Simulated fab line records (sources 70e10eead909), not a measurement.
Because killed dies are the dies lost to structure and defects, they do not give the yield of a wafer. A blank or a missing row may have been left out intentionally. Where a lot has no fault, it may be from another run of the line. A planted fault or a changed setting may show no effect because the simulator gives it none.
fab line records ; flow nandHarc
record lots=6; wafers=18; lastDay=33
route steps=1302 shown P_GATE@201 END@1302
lots untouched by any fault: they come from a run of this same line in which no faults occurred
startH: hours from the record's opening day to when the first of the lot's shown wafers began ; waitH: hours since the lot's step before ; " the same as in the row above ; L1.1+2: a single row standing in for several wafers ; - no value, or no start was given ; * or withheld: withheld ; < > ~ a bound
route shown NAME@n: NAME is a module with steps in the file, n the number in the route of the first one ; usual: the fault-free wafers' mean and standard deviation ; same: alike in all rows ; chamber/n: place in a boat ; sites: per-site readings ; _std_site: how widely they spread, as a standard deviation ; _edge_site: outer sites' mean less inner sites' ; radiusMm: how far each site lies from the wafer's centre ; mask NAME#n: copy n ; behind: the last tool/chamber to shape the wafer ; hold: cause of the lot's hold/its duration in hours/its outcome ; device: names the non-switching transistor (n, p or np) ; end of line: at the end of the route, the tests of the same wafers ; a step given without rows: its recipe and nothing more ; killed: not the wafer's yield, but the dies lost to structure and defects at the first sort ; map: a wafer's dies, marking killed ones x, the rest . and places with no die _
set.NAME: the setting the step ran with; set.NAME@STEP: the setting that earlier step ran with ; model.NAME: the simulator's own value behind a step, which no gauge read
lots at selected steps of the route; one table per step, one row per wafer
services: when a tool's chamber went out of use (startH, in hours from the record's first day, below 0 if earlier), for how many hours, and the reason
## steps
# step NHARC_P_GATE_HARDBAKE_92
# recipe tempC=125; timeS=80
# step NHARC_P_GATE_DESCUM_93
# recipe timeS=3; o2FlowSccm=200; arFlowSccm=0; biasPowerW=0; chemistry=O2
# usual chamberPressureMTorr=60.00/0.055; drypumpMotorCurrentA=5.6/0.45; oesProductAu=0.994/0.0097; rfVppV=57.8/0.88; showerheadPlenumPTorr=1.92/0.076; throttleValvePct=11.310/0.0094
# same biasPowerW=0
lot.wafer;tool;chamber;startH;waitH;chamberPressureMTorr;drypumpMotorCurrentA;oesProductAu;rfHoursCounterH;rfVppV;showerheadPlenumPTorr;throttleValvePct
L905.3;rieDiel-02;3;113.17;-;59.93;5.2;0.985;3.3;59.7;2.00;11.303
L905.2;rieDiel-02;0;113.17;-;60.06;5.6;0.991;2.8;56.1;2.03;11.317
L905.1;rieDiel-02;2;113.17;-;60.05;5.4;0.994;3.6;58.2;1.97;11.324
L909.1;rieDiel-04;3;158.01;-;59.97;5.4;1.001;10.3;56.9;1.94;11.308
L909.2;rieDiel-04;1;158.01;-;60.03;6.2;0.993;10.4;57.6;1.86;11.320
L909.6;rieDiel-04;2;158.01;-;60.01;5.7;0.975;-;57.1;1.80;11.311
L919.1;rieDiel-09;1;260.94;-;59.96;5.8;0.991;5.4;58.2;2.02;11.303
L919.2;rieDiel-09;2;260.94;-;60.05;4.8;0.986;5.1;57.3;1.89;11.304
L919.6;rieDiel-09;3;260.94;-;59.93;5.1;0.999;-;57.6;1.83;11.316
L920.2;rieDiel-04;2;263.61;-;60.04;5.7;1.000;5.1;57.0;1.80;11.317
L920.4;rieDiel-04;0;263.61;-;59.99;5.8;1.013;5.0;59.2;1.92;11.307
L920.6;rieDiel-04;1;263.61;-;59.99;6.2;1.004;-;58.2;1.86;11.303
L922.3;rieDiel-09;2;279.27;-;59.95;4.8;1.007;6.0;57.6;1.89;11.328
L922.6;rieDiel-09;2;279.27;-;59.95;4.8;0.994;-;57.3;1.89;11.314
L922.5;rieDiel-09;3;279.27;-;59.94;5.1;0.987;-;56.9;1.83;11.304
L928.4;rieDiel-09;1;338.87;-;59.99;5.8;0.990;1.0;57.3;2.02;11.316
L928.1;rieDiel-09;2;338.87;-;59.98;4.7;0.999;1.5;57.3;1.89;11.312
L928.6;rieDiel-09;2;338.87;-;60.00;4.7;0.999;-;57.6;1.89;11.325
# step NHARC_P_GATE_IMPLANT_94
# recipe energyKev=60; doseCm2=2e+15; tiltDeg=7
# step NHARC_P_GATE_STRIP_113
# recipe powerW=1500; tempC=110; timeS=740; chemistry=N2/H2
# usual drypumpMotorCurrentA=5.6/0.38; heaterPowerW=94.1/2.6
lot.wafer;tool;chamber;startH;waitH;drypumpMotorCurrentA;heaterPowerW;rfHoursCounterH
L905.1;plasmaAsher-02;1;113.54;0.2;6.1;95.8;6
L905.2;plasmaAsher-02;0;113.54;0.2;5.8;92.0;6
L905.3;plasmaAsher-02;1;113.54;0.2;6.1;95.8;-
L909.2;plasmaAsher-01;1;158.37;0.2;5.5;93.8;34
L909.1;plasmaAsher-01;0;158.37;0.2;5.1;101.3;34
L909.6;plasmaAsher-01;0;158.37;0.2;5.0;98.0;-
L919.2;plasmaAsher-02;0;261.28;0.2;5.8;90.7;1
L919.1;plasmaAsher-02;1;261.28;0.2;6.1;95.3;1
L919.6;plasmaAsher-02;0;261.28;0.2;5.7;94.1;-
L920.2;plasmaAsher-02;0;264.08;0.3;5.8;95.1;2
L920.4;plasmaAsher-02;0;264.08;0.3;5.8;94.8;-
L920.6;plasmaAsher-02;0;264.08;0.3;5.8;89.9;-
L922.3;plasmaAsher-01;1;279.88;0.4;5.5;92.7;-
L922.6;plasmaAsher-01;1;279.88;0.4;5.5;92.7;-
L922.5;plasmaAsher-01;0;279.88;0.4;5.0;94.1;-
L928.1;plasmaAsher-01;0;339.24;0.2;5.0;92.6;28
L928.4;plasmaAsher-01;0;339.24;0.2;5.0;92.6;-
L928.6;plasmaAsher-01;0;339.24;0.2;5.0;92.3;-
# step NHARC_P_GATE_STRIP_95
# recipe powerW=1500; tempC=250; chemistry=O2
# usual drypumpMotorCurrentA=5.6/0.38; heaterPowerW=353/10
lot.wafer;tool;chamber;startH;waitH;drypumpMotorCurrentA;heaterPowerW;rfHoursCounterH
L905.1;plasmaAsher-02;1;114.24;0.6;6.0;351;7
L905.2;plasmaAsher-02;0;114.24;0.6;5.8;351;7
L905.3;plasmaAsher-02;1;114.24;0.6;6.0;367;-
L909.2;plasmaAsher-01;1;159.08;0.6;5.5;335;35
L909.1;plasmaAsher-01;0;159.08;0.6;5.0;371;35
L909.6;plasmaAsher-01;0;159.08;0.6;5.0;378;-
L919.2;plasmaAsher-02;0;262.01;0.6;5.8;343;2
L919.1;plasmaAsher-02;1;262.01;0.6;6.1;355;2
L919.6;plasmaAsher-02;0;262.01;0.6;5.8;344;-
L920.2;plasmaAsher-02;0;264.69;0.5;5.8;353;3
L920.4;plasmaAsher-02;0;264.69;0.5;5.8;338;-
L920.6;plasmaAsher-02;0;264.69;0.5;5.8;339;-
L922.3;plasmaAsher-01;1;280.38;0.4;5.5;338;-
L922.6;plasmaAsher-01;1;280.38;0.4;5.5;344;-
L922.5;plasmaAsher-01;0;280.38;0.4;5.0;355;-
L928.1;plasmaAsher-01;0;339.96;0.6;5.0;353;29
L928.4;plasmaAsher-01;0;339.96;0.6;5.0;341;-
L928.6;plasmaAsher-01;0;339.96;0.6;5.0;352;-
# step NHARC_P_GATE_STRIP_96
# recipe timeS=900; tempC=130; chemistry=SPM
# step NHARC_P_GATE_RTA_64
# recipe tempC=1050; timeS=1
# usual annealTempCMax=1054.8/1.1; lampPowerPct=32/3.2; wafer_temp_C_max=1054.0/0.93
lot.wafer;tool;chamber;startH;waitH;annealTempCMax;lampPowerPct;wafer_temp_C_max
L905.1;rtpAnneal-01;0;114.80;-;1053.5;29;1055.4
L905.2;rtpAnneal-01;0;114.80;-;1053.9;29;1053.1
L905.3;rtpAnneal-01;0;114.80;-;1053.4;29;1054.4
L909.1;rtpAnneal-01;0;159.64;-;1053.7;29;1052.8
L909.2;rtpAnneal-01;0;159.64;-;1054.0;29;1053.3
L909.6;rtpAnneal-01;0;159.64;-;1056.7;29;1053.4
L919.1;rtpAnneal-02;0;262.57;-;1055.7;36;1054.1
L919.2;rtpAnneal-02;0;262.57;-;1055.2;36;1055.4
L919.6;rtpAnneal-02;0;262.57;-;1055.0;36;1053.0
L920.2;rtpAnneal-01;0;265.29;-;1055.2;29;1053.9
L920.4;rtpAnneal-01;0;265.29;-;1054.6;29;1054.7
L920.6;rtpAnneal-01;0;265.29;-;1054.0;29;1056.3
L922.3;rtpAnneal-02;0;280.97;-;1053.6;36;1053.2
L922.5;rtpAnneal-02;0;280.97;-;1055.8;36;1053.7
L922.6;rtpAnneal-02;0;280.97;-;1055.1;36;1053.7
L928.1;rtpAnneal-02;0;340.52;-;1055.2;36;1053.3
L928.4;rtpAnneal-02;0;340.52;-;1054.1;36;1053.0
L928.6;rtpAnneal-02;0;340.52;-;1054.4;36;1052.6
# step NHARC_P_GATE_ETCH_77
# recipe targetDepthA=60; chemistry=dHF; material=SiO2
# step NHARC_P_GATE_DEGAS_109
# recipe tempC=300; timeS=60
# usual heaterPowerW=451/58
lot.wafer;tool;chamber;startH;waitH;heaterPowerW
L905.1;pvdSputter-01;-;115.11;0.1;503
L905.2;pvdSputter-01;-;115.11;0.1;481
L905.3;pvdSputter-01;-;115.11;0.1;351
L909.2;pvdSputter-03;-;159.95;0.1;436
L909.1;pvdSputter-03;-;159.95;0.1;471
L909.6;pvdSputter-03;-;159.95;0.1;432
L919.2;pvdSputter-03;-;262.88;0.1;470
L919.1;pvdSputter-03;-;262.88;0.1;477
L919.6;pvdSputter-03;-;262.88;0.1;513
L920.2;pvdSputter-03;-;265.57;0.1;469
L920.4;pvdSputter-03;-;265.57;0.1;410
L920.6;pvdSputter-03;-;265.57;0.1;470
L922.3;pvdSputter-01;-;281.22;0.1;498
L922.6;pvdSputter-01;-;281.22;0.1;501
L922.5;pvdSputter-01;-;281.22;0.1;340
L928.4;pvdSputter-01;-;340.83;0.1;489
L928.1;pvdSputter-01;-;340.83;0.1;398
L928.6;pvdSputter-01;-;340.83;0.1;499
# step NHARC_P_GATE_PRE_CLEAN_110
# recipe timeS=30; biasV=200; gas=Ar
# step NHARC_P_GATE_SPUTTER_78
# recipe targetThkA=100; material=Ni
# step NHARC_P_GATE_SPUTTER_79
# recipe targetThkA=100; material=TiN
# step NHARC_P_GATE_RTA_80
# recipe tempC=300; timeS=30
# usual annealTempCMax=301.4/0.38; lampPowerPct=1.94/0.19; wafer_temp_C_max=301.12/0.28
lot.wafer;tool;chamber;startH;waitH;annealTempCMax;lampPowerPct;wafer_temp_C_max
L905.1;rtpAnneal-02;0;115.40;-;301.2;2.13;300.84
L905.2;rtpAnneal-02;0;115.40;-;301.7;2.14;301.12
L905.3;rtpAnneal-02;0;115.40;-;301.6;2.14;300.92
L909.1;rtpAnneal-01;0;160.36;-;301.5;1.75;300.97
L909.2;rtpAnneal-01;0;160.36;-;300.9;1.75;301.47
L909.6;rtpAnneal-01;0;160.36;-;301.3;1.75;300.82
L919.1;rtpAnneal-01;-;263.19;-;-;-;-
L919.2;rtpAnneal-01;-;263.19;-;-;-;-
L919.6;rtpAnneal-01;-;263.19;-;-;-;-
L920.2;rtpAnneal-01;-;265.89;-;-;-;-
L920.4;rtpAnneal-01;-;265.89;-;-;-;-
L920.6;rtpAnneal-01;-;265.89;-;-;-;-
L922.3;rtpAnneal-02;0;281.58;-;301.1;2.13;300.94
L922.5;rtpAnneal-02;0;281.58;-;301.4;2.13;301.12
L922.6;rtpAnneal-02;0;281.58;-;301.1;2.13;301.08
L928.1;rtpAnneal-02;0;341.12;-;301.1;2.13;301.18
L928.4;rtpAnneal-02;0;341.12;-;301.2;2.13;301.06
L928.6;rtpAnneal-02;0;341.12;-;301.6;2.13;300.42
# step NHARC_P_GATE_STRIP_67
# recipe timeS=600; tempC=130; chemistry=SPM
# step NHARC_END_SORT_01
# recipe tempC=25
# usual killedAtArray=54/21; killedAtOther=1.0/1.2; killedAtPeriphery=3.6/2.6; killedDies=58/20; killedOpen=3.3/1.9; killedShort=2.6/1.5
# same grossDies=677
lot.wafer;tool;chamber;startH;waitH;hold;killedAtArray;killedAtOther;killedAtPeriphery;killedDies;killedOpen;killedShort
L905.1;prober-01;0;572.35;2.5;-;46;4;1;51;2;1
L905.2;prober-01;0;573.15;2.8;-;40;4;0;44;1;4
L905.3;prober-01;0;573.96;3.1;-;45;3;4;52;6;4
L909.1;prober-02;0;601.43;2.5;-;45;1;1;47;1;2
L909.2;prober-02;0;602.23;2.8;-;56;1;1;58;2;4
L909.6;prober-02;0;605.44;4.0;-;53;0;1;54;2;6
L922.3;prober-01;0;715.97;3.1;-;52;2;8;62;4;6
L922.5;prober-01;0;717.60;3.8;-;41;3;3;47;2;5
L922.6;prober-01;0;718.41;4.1;-;42;5;2;49;2;1
L920.2;prober-02;0;722.82;2.8;awaitDispo/3.3h/scrap;67;1;609;677;7;1
L920.4;prober-02;0;724.44;3.4;awaitDispo/3.3h/scrap;58;0;619;677;5;4
L920.6;prober-02;0;726.06;4.1;awaitDispo/3.3h/scrap;55;2;620;677;0;2
L919.1;prober-01;0;729.03;2.5;awaitDispo/4.1h/scrap;68;0;609;677;3;1
L919.2;prober-01;0;729.82;2.8;awaitDispo/4.1h/scrap;80;0;597;677;4;4
L919.6;prober-01;0;732.99;4.0;awaitDispo/4.1h/scrap;58;1;618;677;1;3
L928.1;prober-02;0;788.25;2.5;-;56;0;5;61;1;5
L928.4;prober-02;0;790.67;3.4;-;57;1;1;59;3;1
L928.6;prober-02;0;792.28;4.0;-;77;1;4;82;2;4
# killed by level:class
L905.1 A_CHANNEL_HOLE_D2:chamberFilmFlake=36 THIN_TSV:chamberFilmFlake=4 A_CHANNEL_HOLE_D1:chamberFilmFlake=2 A_STAIRCASE:chamberFilmFlake=2 A_CONTACT:chamberFilmFlake=2 A_CHANNEL_HOLE_D2:geometricParticle:open=1 A_WL_FILL:geometricParticle:short=1 A_WL_FILL:geometricParticle:open=1
L905.2 A_CHANNEL_HOLE_D2:chamberFilmFlake=31 THIN_TSV:chamberFilmFlake=4 A_STAIRCASE:chamberFilmFlake=3 A_CHANNEL_FILL_D1:geometricParticle:short=1 A_ONON_D2:geometricParticle:short=1 A_CHANNEL_FILL_D2:geometricParticle:open=1 A_CHANNEL_FILL_D2:geometricParticle:short=1 A_CONTACT:geometricParticle:short=1
L905.3 A_CHANNEL_HOLE_D2:chamberFilmFlake=33 A_ZERO_WELL:chamberFilmFlake=4 THIN_TSV:chamberFilmFlake=3 P_M1:geometricParticle:open=2 A_CHANNEL_FILL_D2:geometricParticle:short=2 P_CONTACT:geometricParticle:open=1 P_M0:geometricParticle:open=1 A_ONON_D1:geometricParticle:open=1
L909.1 A_SLIT:chamberFilmFlake=16 A_CHANNEL_HOLE_D2:chamberFilmFlake=15 A_CONTACT:chamberFilmFlake=5 A_STAIRCASE:chamberFilmFlake=3 A_M0:chamberFilmFlake=3 P_CONTACT:geometricParticle:open=1 A_ONON_D2:geometricParticle:short=1 A_M0:geometricParticle:short=1
L909.2 A_SLIT:chamberFilmFlake=28 A_CHANNEL_HOLE_D2:chamberFilmFlake=6 A_STAIRCASE:chamberFilmFlake=6 A_CONTACT:chamberFilmFlake=4 A_CHANNEL_HOLE_D1:chamberFilmFlake=3 A_DECK1_JOINT:geometricParticle:short=2 A_CHANNEL_HOLE_D1:geometricParticle:open=1 A_CHANNEL_FILL_D1:geometricParticle:open=1
L909.6 A_SLIT:chamberFilmFlake=26 A_STAIRCASE:chamberFilmFlake=7 A_CONTACT:chamberFilmFlake=6 A_CHANNEL_HOLE_D2:chamberFilmFlake=5 P_M0:geometricParticle:short=1 A_ONON_D1:geometricParticle:short=1 A_DECK1_JOINT:geometricParticle:short=1 A_CHANNEL_HOLE_D2:geometricParticle:short=1
L922.3 A_CHANNEL_HOLE_D1:chamberFilmFlake=33 P_ZERO_WELL:chamberFilmFlake=4 A_BLC:chamberFilmFlake=4 A_CONTACT:chamberFilmFlake=3 A_WL_FILL:geometricParticle:short=2 P_M1:chamberFilmFlake=2 A_SLIT:chamberFilmFlake=2 THIN_TSV:chamberFilmFlake=2
L922.5 A_CHANNEL_HOLE_D1:chamberFilmFlake=24 A_SLIT:chamberFilmFlake=6 A_CONTACT:chamberFilmFlake=4 THIN_TSV:chamberFilmFlake=3 P_GATE:geometricParticle:open=1 P_M0:geometricParticle:short=1 P_M2:geometricParticle:short=1 A_CHANNEL_FILL_D2:geometricParticle:short=1
L922.6 A_CHANNEL_HOLE_D1:chamberFilmFlake=27 THIN_TSV:chamberFilmFlake=5 A_SLIT:chamberFilmFlake=3 A_CHANNEL_FILL_D1:chamberFilmFlake=3 A_BLC:chamberFilmFlake=3 A_CONTACT:chamberFilmFlake=2 A_ONON_D1:geometricParticle:open=1 A_ONON_D2:geometricParticle:short=1
L920.2 P_GATE:areaRta=604 A_SLIT:chamberFilmFlake=35 A_CHANNEL_HOLE_D2:chamberFilmFlake=15 A_BLC:chamberFilmFlake=5 A_WL_FILL:geometricParticle:open=2 A_M0:geometricParticle:open=2 A_ZERO_WELL:chamberFilmFlake=2 A_CONTACT:chamberFilmFlake=2
L920.4 P_GATE:areaRta=615 A_SLIT:chamberFilmFlake=20 A_CHANNEL_HOLE_D2:chamberFilmFlake=13 A_CHANNEL_HOLE_D1:chamberFilmFlake=7 A_CONTACT:chamberFilmFlake=4 A_WL_FILL:chamberFilmFlake=3 A_BLC:chamberFilmFlake=3 A_ONON_D2:geometricParticle:open=2
L920.6 P_GATE:areaRta=617 A_SLIT:chamberFilmFlake=19 A_CHANNEL_HOLE_D2:chamberFilmFlake=15 A_CHANNEL_HOLE_D1:chamberFilmFlake=8 A_WL_FILL:chamberFilmFlake=5 A_CONTACT:chamberFilmFlake=5 A_BLC:chamberFilmFlake=2 THIN_TSV:chamberFilmFlake=2
L919.1 P_GATE:areaRta=606 A_CHANNEL_HOLE_D1:chamberFilmFlake=29 A_SLIT:chamberFilmFlake=25 A_CONTACT:chamberFilmFlake=6 A_CHANNEL_HOLE_D2:chamberFilmFlake=3 P_CONTACT:chamberFilmFlake=2 A_ONON_D1:geometricParticle:open=1 A_CHANNEL_FILL_D1:geometricParticle:open=1
L919.2 P_GATE:areaRta=588 A_CHANNEL_HOLE_D1:chamberFilmFlake=32 A_SLIT:chamberFilmFlake=20 A_CHANNEL_HOLE_D2:chamberFilmFlake=8 A_CONTACT:chamberFilmFlake=6 P_BONDPAD:chamberFilmFlake=5 A_CHANNEL_FILL_D1:chamberFilmFlake=4 A_CHANNEL_FILL_D1:geometricParticle:short=2
L919.6 P_GATE:areaRta=617 A_CHANNEL_HOLE_D1:chamberFilmFlake=24 A_SLIT:chamberFilmFlake=17 A_CHANNEL_HOLE_D2:chamberFilmFlake=5 A_CONTACT:chamberFilmFlake=5 A_CHANNEL_FILL_D1:chamberFilmFlake=3 A_CHANNEL_FILL_D2:geometricParticle:short=2 P_CONTACT:geometricParticle:short=1
L928.1 A_CHANNEL_HOLE_D1:chamberFilmFlake=19 A_SLIT:chamberFilmFlake=12 A_CHANNEL_HOLE_D2:chamberFilmFlake=10 A_CONTACT:chamberFilmFlake=8 P_GATE:geometricParticle:short=2 A_DECK1_JOINT:chamberFilmFlake=2 A_CHANNEL_FILL_D1:geometricParticle:short=1 A_CHANNEL_FILL_D1:geometricParticle:open=1
L928.4 A_CHANNEL_HOLE_D2:chamberFilmFlake=20 A_CHANNEL_HOLE_D1:chamberFilmFlake=15 A_SLIT:chamberFilmFlake=10 A_CONTACT:chamberFilmFlake=6 A_DECK1_JOINT:geometricParticle:open=2 A_ONON_D1:geometricParticle:open=1 A_CHANNEL_FILL_D2:geometricParticle:short=1 P_ZERO_WELL:chamberFilmFlake=1
L928.6 A_CHANNEL_HOLE_D2:chamberFilmFlake=25 A_SLIT:chamberFilmFlake=20 A_CHANNEL_HOLE_D1:chamberFilmFlake=13 A_CONTACT:chamberFilmFlake=13 A_ONON_D1:geometricParticle:short=2 P_M1:chamberFilmFlake=2 A_STAIRCASE:chamberFilmFlake=2 P_GATE:geometricParticle:open=1
# map L919.1 (x killed, . not)
____________x____________
_________xxxxxxx_________
_______xxxxxxxxxxx_______
______xxxxxxxxxxxxx______
_____xxxxxxxxxxxxxxx_____
____xxxxxxxxxxxxxxxxx____
____xxxxxxxxxxxxxxxxx____
___xxxxxxxxxxxxxxxxxxx___
___xxxxxxxxxxxxxxxxxxx___
__xxxxxxxxxxxxxxxxxxxxx__
__xxxxxxxxxxxxxxxxxxxxx__
_xxxxxxxxxxxxxxxxxxxxxxx_
_xxxxxxxxxxxxxxxxxxxxxxx_
_xxxxxxxxxxxxxxxxxxxxxxx_
_xxxxxxxxxxxxxxxxxxxxxxx_
_xxxxxxxxxxxxxxxxxxxxxxx_
xxxxxxxxxxxxxxxxxxxxxxxxx
xxxxxxxxxxxxxxxxxxxxxxxxx
xxxxxxxxxxxxxxxxxxxxxxxxx
xxxxxxxxxxxxxxxxxxxxxxxxx
xxxxxxxxxxxxxxxxxxxxxxxxx
_xxxxxxxxxxxxxxxxxxxxxxx_
_xxxxxxxxxxxxxxxxxxxxxxx_
_xxxxxxxxxxxxxxxxxxxxxxx_
_xxxxxxxxxxxxxxxxxxxxxxx_
_xxxxxxxxxxxxxxxxxxxxxxx_
__xxxxxxxxxxxxxxxxxxxxx__
__xxxxxxxxxxxxxxxxxxxxx__
___xxxxxxxxxxxxxxxxxxx___
___xxxxxxxxxxxxxxxxxxx___
____xxxxxxxxxxxxxxxxx____
____xxxxxxxxxxxxxxxxx____
_____xxxxxxxxxxxxxxx_____
______xxxxxxxxxxxxx______
_______xxxxxxxxxxx_______
_________xxxxxxx_________
____________x____________
# map L920.2 (x killed, . not)
____________x____________
_________xxxxxxx_________
_______xxxxxxxxxxx_______
______xxxxxxxxxxxxx______
_____xxxxxxxxxxxxxxx_____
____xxxxxxxxxxxxxxxxx____
____xxxxxxxxxxxxxxxxx____
___xxxxxxxxxxxxxxxxxxx___
___xxxxxxxxxxxxxxxxxxx___
__xxxxxxxxxxxxxxxxxxxxx__
__xxxxxxxxxxxxxxxxxxxxx__
_xxxxxxxxxxxxxxxxxxxxxxx_
_xxxxxxxxxxxxxxxxxxxxxxx_
_xxxxxxxxxxxxxxxxxxxxxxx_
_xxxxxxxxxxxxxxxxxxxxxxx_
_xxxxxxxxxxxxxxxxxxxxxxx_
xxxxxxxxxxxxxxxxxxxxxxxxx
xxxxxxxxxxxxxxxxxxxxxxxxx
xxxxxxxxxxxxxxxxxxxxxxxxx
xxxxxxxxxxxxxxxxxxxxxxxxx
xxxxxxxxxxxxxxxxxxxxxxxxx
_xxxxxxxxxxxxxxxxxxxxxxx_
_xxxxxxxxxxxxxxxxxxxxxxx_
_xxxxxxxxxxxxxxxxxxxxxxx_
_xxxxxxxxxxxxxxxxxxxxxxx_
_xxxxxxxxxxxxxxxxxxxxxxx_
__xxxxxxxxxxxxxxxxxxxxx__
__xxxxxxxxxxxxxxxxxxxxx__
___xxxxxxxxxxxxxxxxxxx___
___xxxxxxxxxxxxxxxxxxx___
____xxxxxxxxxxxxxxxxx____
____xxxxxxxxxxxxxxxxx____
_____xxxxxxxxxxxxxxx_____
______xxxxxxxxxxxxx______
_______xxxxxxxxxxx_______
_________xxxxxxx_________
____________x____________
## services
tool;chamber;startH;hours;kind
pvdSputter-01;-;99.37;3.9;repair
plasmaAsher-01;-;107.29;3.2;repair
pvdSputter-03;-;126.10;9.1;repair
rieDiel-09;-;143.10;9.0;pm
pvdSputter-03;-;155.52;1.9;repair
plasmaAsher-01;-;165.00;9.0;pm
plasmaAsher-01;0;165.00;9.0;ventCycle
pvdSputter-03;-;170.09;10.0;pm
rieDiel-02;2;175.33;5.0;repair
rieDiel-04;-;177.97;9.0;pm
rieDiel-09;-;208.35;5.2;repair
plasmaAsher-01;-;208.77;18.5;repair
rieDiel-02;-;216.70;9.0;pm
pvdSputter-01;-;226.06;10.0;pm
plasmaAsher-01;-;248.91;2.0;repair
plasmaAsher-02;-;249.00;9.0;pm
pvdSputter-03;-;258.28;1.3;repair
rieDiel-04;2;272.85;2.9;repair
pvdSputter-03;-;282.44;12.2;repair
rieDiel-02;2;284.47;4.8;repair
rieDiel-02;-;304.69;0.1;repair
rieDiel-09;-;320.10;9.0;pm
rieDiel-04;3;323.75;3.1;repair
rieDiel-04;1;340.13;6.8;repair
## key
firstSign step=NHARC_P_GATE_RTA_80; reading=toolRecord; direction=missing
effect step=NHARC_END_SORT_01; reading=killedAtPeriphery; direction=up; sigmas=99+; usual=3.6; struck=612
moreKillsBornAt NHARC_P_GATE_RTA_80@rtpAnneal-01=3647
metAt NHARC_P_GATE_RTA_80
struckWafers L919.1,L919.2,L919.6,L920.2,L920.4,L920.6
laterRowsLeftOut L919.1,L919.2,L919.6,L920.2,L920.4,L920.6
testerLeftOut L919,L920
onsetBetween 160.36 263.19
fault kind=skippedStepWhole; tool=rtpAnneal-01; chamber=-; onsetH=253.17; steps=NHARC_P_GATE_RTA_80; scope=struckLotsOnly
# testerLeftOut: of these lots the tester's yield and bins aren't shown, on N5 and GAA mostly nor the transistor test; their killed dies are dies lost to structure and defects alone, not to doping, threshold or leakage, so they don't give the yield
# laterRowsLeftOut: the simulator's readings of these wafers behind a module that went badly wrong aren't trusted and aren't shown, but for the sort
